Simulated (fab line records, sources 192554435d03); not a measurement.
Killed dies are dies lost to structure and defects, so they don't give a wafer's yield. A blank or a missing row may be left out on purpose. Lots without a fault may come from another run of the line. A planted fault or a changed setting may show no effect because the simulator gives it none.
fab line records | flow n5_finfet | part 1 of 2: steps 1 to 4 of 6
record lots=24 wafers=72 last_day=18
route steps=1938 shown BEOL_M1@766
lots that met no fault: from a run of the same line without faults
start_h: hours from the record's first day to the start of the lot's first wafer shown | wait_h: hours since the lot's step before | " the same as in the row above | L1.1+2: a row that stands for several wafers | - no value, or no start given | * or withheld: withheld | < > ~ a bound
route shown NAME@n: a module of which the file shows steps, and the number in the route of the first | usual: mean/standard deviation of fault-free wafers | same: alike in all rows | chamber/n: place in a boat | sites: the reading at each site | _std_site: their standard deviation | _edge_site: outer sites' mean less inner sites' | radius_mm: how far each site lies from the wafer's centre | mask NAME#n: copy n | behind: the tool/chamber that last shaped the wafer | hold: why the lot was held/for how many hours/how that ended | device: the transistor (n, p or np) that didn't switch | end of line: the same wafers' tests at the end of the route | a step without rows: its recipe alone | killed: dies lost to structure and defects at the first sort, not the wafer's yield | map: a wafer's dies, x killed, . not, _ none there
set.NAME: the setting as run; set.NAME@STEP: as run at that earlier step | model.NAME: the simulator's own value behind a step, which no gauge read
steps of the route over a sample of lots; a table a step, a row a wafer
services: from which hour (start_h, from the record's first day; less than 0 if before it) a tool's chamber was out of use, for how many hours, and why
## steps
# step N5_BEOL_M1_INSPECT_13
# recipe mode=adi inspect_instrument=brightfield
# usual raw_defect_count=455/120
# columns lot.wafer tool chamber start_h wait_h raw_defect_count
L074.1 defect_inspect-01 - 126.03 0.1 303
L074.3 " - " " 529
L074.4 " - " " 504
L075.2 defect_inspect-02 - 132.44 0.0 385
L075.5 " - " " 368
L075.6 " - " " 389
L076.1 defect_inspect-02 - 133.03 0.1 399
L076.2 " - " " 411
L076.4 " - " " 368
L077.1 defect_inspect-02 - 138.51 0.1 594
L077.4 " - " " 559
L077.5 " - " " 537
L078.3 defect_inspect-02 - 145.31 0.0 483
L078.4 " - " " 612
L078.5 " - " " 550
L079.1 defect_inspect-01 - 150.03 0.1 418
L079.3 " - " " 417
L079.4 " - " " 409
L080.2 defect_inspect-02 - 158.19 0.0 490
L080.5 " - " " 365
L080.6 " - " " 504
L081.1 defect_inspect-02 - 164.69 0.1 568
L081.3 " - " " 499
L081.4 " - " " 578
L082.2 defect_inspect-02 - 166.47 0.0 538
L082.4 " - " " 663
L082.5 " - " " 561
L083.1 defect_inspect-02 - 178.42 0.1 436
L083.4 " - " " 372
L083.5 " - " " 526
L084.1 defect_inspect-02 - 183.54 0.1 672
L084.5 " - " " 423
L084.6 " - " " 499
L085.2 defect_inspect-01 - 198.31 0.0 412
L085.3 " - " " 288
L085.4 " - " " 332
L086.1 defect_inspect-02 - 198.48 0.1 597
L086.3 " - " " 502
L086.5 " - " " 507
L087.1 defect_inspect-02 - 205.98 0.1 549
L087.5 " - " " 616
L087.6 " - " " 452
L088.1 defect_inspect-01 - 206.02 0.1 400
L088.2 " - " " 401
L088.5 " - " " 488
L089.1 defect_inspect-01 - 207.75 0.1 389
L089.4 " - " " 341
L089.5 " - " " 383
L090.2 defect_inspect-02 - 223.58 0.0 631
L090.3 " - " " 561
L090.5 " - " " 728
L092.2 defect_inspect-02 - 233.17 0.0 355
L092.4 " - " " 308
L092.5 " - " " 285
L093.3 defect_inspect-02 - 236.94 0.0 576
L093.5 " - " " 648
L093.6 " - " " 528
L094.2 defect_inspect-01 - 239.56 0.0 353
L094.3 " - " " 334
L094.5 " - " " 321
L095.1 defect_inspect-01 - 243.34 0.1 399
L095.4 " - " " 353
L095.6 " - " " 324
L096.2 defect_inspect-01 - 255.73 0.0 319
L096.4 " - " " 307
L096.5 " - " " 327
L097.3 defect_inspect-02 - 260.22 0.0 462
L097.5 " - " " 634
L097.6 " - " " 474
L091.3 defect_inspect-02 - 263.62 0.0 335
L091.4 " - " " 467
L091.5 " - " " 324
# step N5_BEOL_M1_DESCUM_16
# recipe chemistry=O2 time_s=7 source_power_w=50 bias_power_w=20 pressure_mtorr=20 rf_frequency_hz=2.712e+07 temp_c=40 resist=CAR-EUV o2_flow_sccm=225
# usual drypump_motor_current_A=5.8/0.51 oes_product_au=0.78/0.079 rf_vpp_V=243.3/1.5 showerhead_plenum_p_Torr=2.09/0.08 throttle_valve_pct=20.53/0.2
# columns lot.wafer tool chamber start_h wait_h drypump_motor_current_A oes_product_au rf_hours_counter_h rf_vpp_V showerhead_plenum_p_Torr throttle_valve_pct
L074.1 rie_diel-03 3 126.07 0.0 5.6 0.73 174 243.4 2.07 20.43
L074.3 " 2 " " 6.1 0.72 210 244.9 2.17 20.73
L074.4 " 1 " " 6.1 0.76 156 242.0 2.10 20.48
L075.2 rie_diel-05 3 132.71 0.3 5.1 0.68 235 241.5 1.97 20.67
L075.5 " 3 " " 5.1 0.68 - 242.2 1.97 20.67
L075.6 " 0 " " 6.8 0.87 - 245.2 2.21 20.23
L076.1 rie_diel-03 0 133.31 0.3 5.9 0.82 85 244.2 2.14 20.69
L076.2 " 3 " " 5.7 0.73 176 242.9 2.07 20.45
L076.4 " 2 " " 6.1 0.71 213 244.4 2.17 20.74
L077.1 rie_diel-03 2 138.54 0.0 6.1 0.71 215 245.0 2.17 20.75
L077.4 " 3 " " 5.6 0.72 178 241.7 2.07 20.44
L077.5 " 0 " " 5.9 0.82 - 243.6 2.14 20.68
L078.3 rie_diel-05 2 145.34 0.0 5.0 0.90 24 241.1 2.05 20.56
L078.4 " 3 " " 5.1 0.68 - 240.4 1.97 20.69
L078.5 " 2 " " 5.0 0.91 - 243.0 2.05 20.56
L079.1 rie_diel-05 2 150.33 0.3 5.0 0.90 26 242.1 2.05 20.53
L079.3 " 3 " " 5.2 0.67 240 241.4 1.97 20.67
L079.4 " 1 " " 5.4 0.79 124 241.1 1.99 20.25
L080.2 rie_diel-06 0 158.49 0.3 5.8 0.71 233 245.3 2.14 20.87
L080.5 " 1 " " 6.3 0.78 - 245.5 2.18 20.87
L080.6 " 2 " " 5.5 0.71 - 241.9 1.97 20.57
L081.1 rie_diel-05 0 165.38 0.7 6.8 0.85 90 244.2 2.21 20.25
L081.3 " 2 " " 5.1 0.88 33 241.4 2.05 20.57
L081.4 " 3 " " 5.1 0.67 247 242.3 1.97 20.68
L082.2 rie_diel-05 3 166.50 0.0 5.1 0.67 248 240.2 1.97 20.69
L082.4 " 2 " " 5.0 0.88 34 242.0 2.05 20.57
L082.5 " 0 " " 6.8 0.85 - 246.5 2.20 20.24
L083.1 rie_diel-05 2 179.01 0.6 5.0 0.88 40 242.1 2.05 20.57
L083.4 " 1 " " 5.4 0.78 - 241.4 1.99 20.27
L083.5 " 0 " " 6.8 0.84 - 246.0 2.20 20.26
L084.1 rie_diel-06 2 184.87 1.3 5.5 0.71 241 242.0 1.96 20.59
L084.5 " 2 " " 5.5 0.71 - 239.5 1.96 20.61
L084.6 " 3 " " 5.9 0.84 - 242.3 2.02 20.37
L085.2 rie_diel-03 0 198.66 0.4 5.9 0.80 95 244.7 2.14 20.69
L085.3 " 2 " " 6.1 0.70 221 243.5 2.16 20.73
L085.4 " 3 " " 5.7 0.72 185 244.0 2.07 20.45
L086.1 rie_diel-03 3 198.88 0.4 5.7 0.72 185 243.9 2.07 20.44
L086.3 " 1 " " 6.1 0.74 168 243.7 2.10 20.50
L086.5 " 1 " " 6.1 0.74 - 243.6 2.10 20.48
L087.1 rie_diel-06 3 206.01 0.0 5.9 0.84 90 241.4 2.01 20.37
L087.5 " 2 " " 5.5 0.70 - 241.8 1.96 20.62
L087.6 " 1 " " 6.4 0.77 - 243.7 2.18 20.89
L088.1 rie_diel-05 1 206.05 0.0 5.4 0.77 144 240.7 1.99 20.29
L088.2 " 0 " " 6.8 0.83 108 244.6 2.20 20.27
L088.5 " 0 " " 6.8 0.83 - 244.8 2.20 20.26
L089.1 rie_diel-05 1 207.82 0.1 5.4 0.76 145 241.8 1.99 20.28
L089.4 " 0 " " 6.8 0.83 108 244.3 2.20 20.28
L089.5 " 0 " " 6.8 0.83 - 244.0 2.20 20.27
L090.2 rie_diel-06 1 223.68 0.1 6.3 0.75 169 244.8 2.18 20.90
L090.3 " 3 " " 5.9 0.82 97 243.2 2.01 20.40
L090.5 " 1 " " 6.4 0.75 - 244.5 2.17 20.90
L092.2 rie_diel-03 1 233.21 0.0 6.1 0.73 179 243.9 2.09 20.51
L092.4 " 3 " " 5.6 0.72 194 242.3 2.06 20.45
L092.5 " 2 " " 6.1 0.70 - 243.4 2.16 20.77
L093.3 rie_diel-05 0 236.97 0.0 6.8 0.82 118 244.2 2.19 20.30
L093.5 " 3 " " 5.1 0.95 - 246.1 2.23 20.30
L093.6 " 0 " " 6.8 0.82 - 244.6 2.19 20.29
L094.2 rie_diel-03 0 239.59 0.0 5.9 0.80 109 244.7 2.13 20.70
L094.3 " 3 " " 5.6 0.71 196 243.1 2.06 20.46
L094.5 " 0 " " 5.9 0.80 - 243.4 2.13 20.71
L095.1 rie_diel-06 1 243.37 0.0 6.3 0.74 176 244.0 2.17 20.91
L095.4 " 1 " " 6.3 0.75 - 244.9 2.17 20.91
L095.6 " 0 " " 5.8 0.95 - 244.8 2.13 20.52
L096.2 rie_diel-03 3 255.76 0.0 5.6 0.71 200 244.0 2.06 20.47
L096.4 " 2 " " 6.1 0.69 239 245.1 2.16 20.78
L096.5 " 2 " " 6.1 0.69 - 243.7 2.16 20.75
L097.3 rie_diel-03 3 260.25 0.0 5.7 0.71 202 241.5 2.06 20.46
L097.5 " 0 " " 5.9 0.79 - 243.1 2.13 20.72
L097.6 " 1 " " 6.1 0.72 - 242.5 2.09 20.53
L091.3 rie_diel-06 3 263.81 0.2 5.9 0.81 109 242.3 2.01 20.41
L091.4 " 0 " " 5.8 0.94 17 243.3 2.13 20.53
L091.5 " 0 " " 5.8 0.93 - 243.7 2.13 20.53
# step N5_BEOL_M1_ETCH_41
# recipe chemistry=CH3F/O2 target=SiCN target_depth_a=319 taper_deg=2 time_s=57.8 ion_energy_ev=120 mask_material=TiN pressure_mtorr=30 source_w=395 bias_w=75 Ar_flow_sccm=150 CH3F_flow_sccm=30 O2_flow_sccm=20
# usual CH3F_flow_sccm=30.00/0.081 drypump_motor_current_A=5.8/0.59 oes_product_au=0.78/0.075 rf_vpp_V=297.3/1.7 showerhead_plenum_p_Torr=2.00/0.079 throttle_valve_pct=16.41/0.18
# columns lot.wafer tool chamber start_h wait_h CH3F_flow_sccm drypump_motor_current_A oes_product_au rf_hours_counter_h rf_vpp_V showerhead_plenum_p_Torr throttle_valve_pct
L074.1 rie_diel-05 3 - - 30.12 5.1 0.67 233 294.4 1.88 16.57
L074.3 " 1 " " 30.04 5.4 0.79 118 297.3 1.91 16.19
L074.4 " 0 " " 30.16 6.8 0.85 78 299.1 2.12 16.16
L075.2 rie_diel-03 2 - - 30.04 6.1 0.71 213 297.5 2.06 16.59
L075.5 " 1 " " 29.91 6.1 0.75 - 295.5 2.02 16.43
L075.6 " 2 " " 29.90 6.1 0.71 - 299.0 2.06 16.59
L076.1 rie_diel-05 2 - - 29.95 5.1 0.92 22 297.3 1.97 16.37
L076.2 " 0 " " 29.96 6.8 0.85 81 298.2 2.12 16.17
L076.4 " 1 " " 29.86 5.4 0.78 121 294.7 1.91 16.19
L077.1 rie_diel-05 0 - - 29.82 6.8 0.85 81 300.1 2.12 16.16
L077.4 " 3 " " 30.09 5.1 0.67 - 294.6 1.88 16.57
L077.5 " 2 " " 29.86 5.0 0.92 - 296.6 1.97 16.37
L078.3 rie_diel-06 1 - - 30.22 6.3 0.77 141 298.3 2.08 16.64
L078.4 " 0 " " 29.81 5.8 0.71 228 298.4 2.06 16.85
L078.5 " 2 " " 30.15 5.5 0.73 - 294.5 1.90 16.59
L079.1 rie_diel-05 3 - - 29.91 5.1 0.67 242 295.4 1.88 16.58
L079.3 " 2 " " 29.96 5.0 0.91 28 295.6 1.96 16.36
L079.4 " 0 " " 29.91 6.8 0.84 85 300.5 2.12 16.16
L080.2 rie_diel-05 0 - - 29.89 6.8 0.84 88 298.8 2.12 16.18
L080.5 " 1 " " 29.98 5.4 0.77 - 296.4 1.91 16.22
L080.6 " 0 " " 29.84 6.8 0.85 - 298.8 2.12 16.19
L081.1 rie_diel-05 1 - - 30.03 5.4 0.76 134 294.9 1.91 16.22
L081.3 " 3 " " 29.91 5.1 0.66 250 295.0 1.88 16.61
L081.4 " 0 " " 30.01 6.8 0.83 93 301.3 2.11 16.18
L082.2 rie_diel-05 2 - - 30.01 5.1 0.89 40 296.1 1.96 16.41
L082.4 " 2 " " 29.91 5.1 0.88 - 296.7 1.96 16.42
L082.5 " 0 " " 29.95 6.8 0.84 - 299.3 2.11 16.19
L083.1 rie_diel-05 2 - - 29.98 5.1 0.88 46 296.9 1.96 16.42
L083.4 " 2 " " 30.10 5.1 0.86 - 296.5 1.96 16.42
L083.5 " 0 " " 29.84 6.8 0.82 - 297.3 2.11 16.21
L084.1 rie_diel-06 1 - - 30.04 6.3 0.77 158 298.5 2.08 16.68
L084.5 " 0 " " 30.00 5.8 0.68 - 299.2 2.05 16.87
L084.6 " 1 " " 30.07 6.3 0.77 - 298.3 2.08 16.68
L085.2 rie_diel-03 2 - - 30.12 6.1 0.71 223 298.5 2.06 16.60
L085.3 " 3 " " 29.97 5.6 0.73 186 296.8 1.99 16.48
L085.4 " 1 " " 29.97 6.1 0.74 169 297.2 2.01 16.46
L086.1 rie_diel-06 1 - - 30.03 6.3 0.76 163 297.3 2.08 16.67
L086.3 " 3 " " 29.88 5.9 0.82 90 296.2 1.95 16.41
L086.5 " 1 " " 29.92 6.4 0.76 - 298.9 2.08 16.67
L087.1 rie_diel-05 1 - - 30.00 5.4 0.76 146 296.0 1.90 16.23
L087.5 " 1 " " 30.09 5.4 0.76 - 295.2 1.90 16.26
L087.6 " 2 " " 29.91 5.1 0.86 - 297.6 1.96 16.43
L088.1 rie_diel-06 1 - - 30.01 6.3 0.76 165 299.5 2.08 16.69
L088.2 " 3 " " 30.01 5.9 0.81 93 296.7 1.95 16.40
L088.5 " 1 " " 30.04 6.3 0.75 - 299.3 2.08 16.68
L089.1 rie_diel-03 3 - - 29.91 5.6 0.71 189 297.2 1.99 16.46
L089.4 " 0 " " 29.93 5.9 0.81 100 297.6 2.03 16.43
L089.5 " 0 " " 30.04 5.9 0.80 - 298.1 2.03 16.42
L090.2 rie_diel-03 2 - - 29.92 6.1 0.70 229 298.5 2.06 16.63
L090.3 " 0 " " 29.95 5.9 0.81 104 297.2 2.03 16.42
L090.5 " 0 " " 29.91 5.9 0.81 - 297.2 2.03 16.43
L092.2 rie_diel-05 1 - - 30.01 5.4 0.75 154 294.3 1.90 16.26
L092.4 " 3 " " 30.06 5.1 0.95 13 301.8 2.12 16.12
L092.5 " 2 " " 29.97 5.0 0.85 - 295.1 1.95 16.43
L093.3 rie_diel-03 3 - - 29.98 5.7 0.71 196 297.7 1.99 16.46
L093.5 " 3 " " 29.98 5.6 0.71 - 297.4 1.99 16.48
L093.6 " 2 " " 30.07 6.1 0.69 - 298.6 2.06 16.64
L094.2 rie_diel-05 3 - - 30.05 5.1 0.94 16 300.6 2.12 16.13
L094.3 " 0 " " 30.02 6.8 0.81 120 298.7 2.10 16.22
L094.5 " 3 " " 29.95 5.1 0.94 - 299.6 2.12 16.14
L095.1 rie_diel-03 3 - - 30.05 5.7 0.70 199 296.4 1.99 16.49
L095.4 " 0 " " 30.01 5.9 0.79 112 297.0 2.03 16.45
L095.6 " 1 " " 30.01 6.1 0.73 - 296.8 2.01 16.48
L096.2 rie_diel-05 1 - - 30.02 5.4 0.75 160 296.7 1.90 16.29
L096.4 " 0 " " 30.01 6.8 0.81 123 298.2 2.10 16.25
L096.5 " 0 " " 30.09 6.8 0.81 - 300.9 2.10 16.24
L097.3 rie_diel-03 1 - - 29.95 6.1 0.72 191 299.0 2.01 16.49
L097.5 " 1 " " 30.11 6.1 0.72 - 297.5 2.01 16.49
L097.6 " 2 " " 30.02 6.1 0.68 - 297.8 2.05 16.65
L091.3 rie_diel-05 2 - - 30.01 5.0 0.84 71 296.6 1.95 16.47
L091.4 " 3 " " 30.08 5.1 0.91 25 300.5 2.12 16.15
L091.5 " 1 " " 29.93 5.4 0.74 - 295.7 1.90 16.28
# step N5_BEOL_M1_STRIP_97
# recipe chemistry=N2/H2 time_s=10 power_w=450 temp_c=40 pressure_mtorr=20 rf_frequency_hz=6e+07 bias_power_w=7 n2_flow_sccm=200 h2_flow_sccm=200
# usual drypump_motor_current_A=5.8/0.59 oes_product_au=0.79/0.072 rf_vpp_V=59.3/0.8 showerhead_plenum_p_Torr=2.54/0.098 throttle_valve_pct=23.7/0.32
# columns lot.wafer tool chamber start_h wait_h drypump_motor_current_A oes_product_au rf_hours_counter_h rf_vpp_V showerhead_plenum_p_Torr throttle_valve_pct
L074.1 rie_diel-05 3 - - 5.1 0.66 233 58.8 2.41 24.0
L074.3 " 1 " " 5.4 0.77 118 59.5 2.44 23.4
L074.4 " 0 " " 6.8 0.85 78 60.6 2.67 23.4
L075.2 rie_diel-03 2 - - 6.1 0.72 213 58.4 2.62 23.8
L075.5 " 1 " " 6.1 0.76 - 59.3 2.53 23.6
L075.6 " 2 " " 6.1 0.71 - 59.5 2.62 23.8
L076.1 rie_diel-05 2 - - 5.1 0.90 22 58.1 2.50 24.1
L076.2 " 0 " " 6.8 0.85 81 59.2 2.67 23.4
L076.4 " 1 " " 5.4 0.78 121 59.2 2.43 23.4
L077.1 rie_diel-05 0 - - 6.8 0.86 81 59.8 2.67 23.4
L077.4 " 3 " " 5.1 0.67 - 58.5 2.40 24.0
L077.5 " 2 " " 5.1 0.90 - 59.7 2.50 24.1
L078.3 rie_diel-06 1 - - 6.4 0.78 141 60.9 2.67 24.5
L078.4 " 0 " " 5.8 0.71 228 58.9 2.61 24.0
L078.5 " 2 " " 5.4 0.71 - 58.3 2.39 23.8
L079.1 rie_diel-05 3 - - 5.1 0.67 242 59.0 2.40 24.0
L079.3 " 2 " " 5.1 0.89 28 60.0 2.50 24.1
L079.4 " 0 " " 6.8 0.85 85 60.0 2.67 23.4
L080.2 rie_diel-05 0 - - 6.8 0.85 88 59.0 2.67 23.4
L080.5 " 1 " " 5.4 0.79 - 60.0 2.43 23.4
L080.6 " 0 " " 6.8 0.85 - 58.7 2.67 23.4
L081.1 rie_diel-05 1 - - 5.4 0.78 134 57.6 2.43 23.4
L081.3 " 3 " " 5.1 0.67 250 59.5 2.40 24.0
L081.4 " 0 " " 6.8 0.85 93 59.3 2.67 23.4
L082.2 rie_diel-05 2 - - 5.0 0.88 40 58.8 2.49 24.2
L082.4 " 2 " " 5.1 0.87 - 58.4 2.49 24.1
L082.5 " 0 " " 6.8 0.85 - 60.5 2.66 23.4
L083.1 rie_diel-05 2 - - 5.0 0.86 46 59.4 2.49 24.2
L083.4 " 2 " " 5.1 0.86 - 59.5 2.49 24.2
L083.5 " 0 " " 6.8 0.84 - 58.6 2.66 23.4
L084.1 rie_diel-06 1 - - 6.4 0.76 158 59.8 2.66 24.5
L084.5 " 0 " " 5.8 0.69 - 59.7 2.60 24.1
L084.6 " 1 " " 6.3 0.76 - 59.9 2.66 24.5
L085.2 rie_diel-03 2 - - 6.1 0.71 223 58.9 2.62 23.8
L085.3 " 3 " " 5.6 0.72 186 59.6 2.52 23.6
L085.4 " 1 " " 6.1 0.74 169 59.8 2.52 23.6
L086.1 rie_diel-06 1 - - 6.3 0.76 163 61.2 2.66 24.5
L086.3 " 3 " " 5.9 0.83 91 59.5 2.47 23.6
L086.5 " 1 " " 6.3 0.76 - 59.1 2.66 24.5
L087.1 rie_diel-05 1 - - 5.4 0.77 146 58.5 2.42 23.4
L087.5 " 1 " " 5.4 0.77 - 58.9 2.42 23.4
L087.6 " 2 " " 5.1 0.85 - 58.9 2.49 24.2
L088.1 rie_diel-06 1 - - 6.3 0.76 165 59.6 2.66 24.5
L088.2 " 3 " " 5.9 0.83 93 58.5 2.47 23.6
L088.5 " 1 " " 6.4 0.76 - 59.0 2.66 24.5
L089.1 rie_diel-03 3 - - 5.7 0.72 189 57.0 2.52 23.6
L089.4 " 0 " " 5.9 0.80 100 60.1 2.57 23.9
L089.5 " 0 " " 5.9 0.80 - 59.4 2.57 23.9
L090.2 rie_diel-03 2 - - 6.2 0.70 229 58.9 2.61 23.8
L090.3 " 0 " " 5.9 0.81 104 59.7 2.57 23.9
L090.5 " 0 " " 5.9 0.80 - 58.6 2.57 23.9
L092.2 rie_diel-05 1 - - 5.4 0.76 154 58.9 2.42 23.4
L092.4 " 3 " " 5.1 0.95 13 60.2 2.71 23.6
L092.5 " 2 " " 5.1 0.85 - 58.3 2.48 24.2
L093.3 rie_diel-03 3 - - 5.6 0.72 196 59.3 2.52 23.6
L093.5 " 3 " " 5.6 0.72 - 59.4 2.52 23.6
L093.6 " 2 " " 6.1 0.69 - 59.2 2.61 23.9
L094.2 rie_diel-05 3 - - 5.1 0.94 16 60.3 2.71 23.6
L094.3 " 0 " " 6.8 0.81 120 59.9 2.65 23.4
L094.5 " 3 " " 5.1 0.93 - 59.4 2.71 23.6
L095.1 rie_diel-03 3 - - 5.6 0.72 199 59.1 2.51 23.6
L095.4 " 0 " " 5.9 0.79 112 58.3 2.56 23.9
L095.6 " 1 " " 6.1 0.73 - 58.4 2.52 23.7
L096.2 rie_diel-05 1 - - 5.4 0.76 160 59.5 2.42 23.4
L096.4 " 0 " " 6.8 0.82 123 59.7 2.65 23.4
L096.5 " 0 " " 6.8 0.82 - 61.2 2.65 23.5
L097.3 rie_diel-03 1 - - 6.1 0.73 191 59.2 2.51 23.7
L097.5 " 1 " " 6.1 0.73 - 59.4 2.51 23.7
L097.6 " 2 " " 6.1 0.70 - 59.3 2.61 23.9
L091.3 rie_diel-05 2 - - 5.1 0.84 71 59.7 2.48 24.2
L091.4 " 3 " " 5.1 0.93 25 59.0 2.71 23.6
L091.5 " 1 " " 5.4 0.75 - 59.2 2.42 23.4
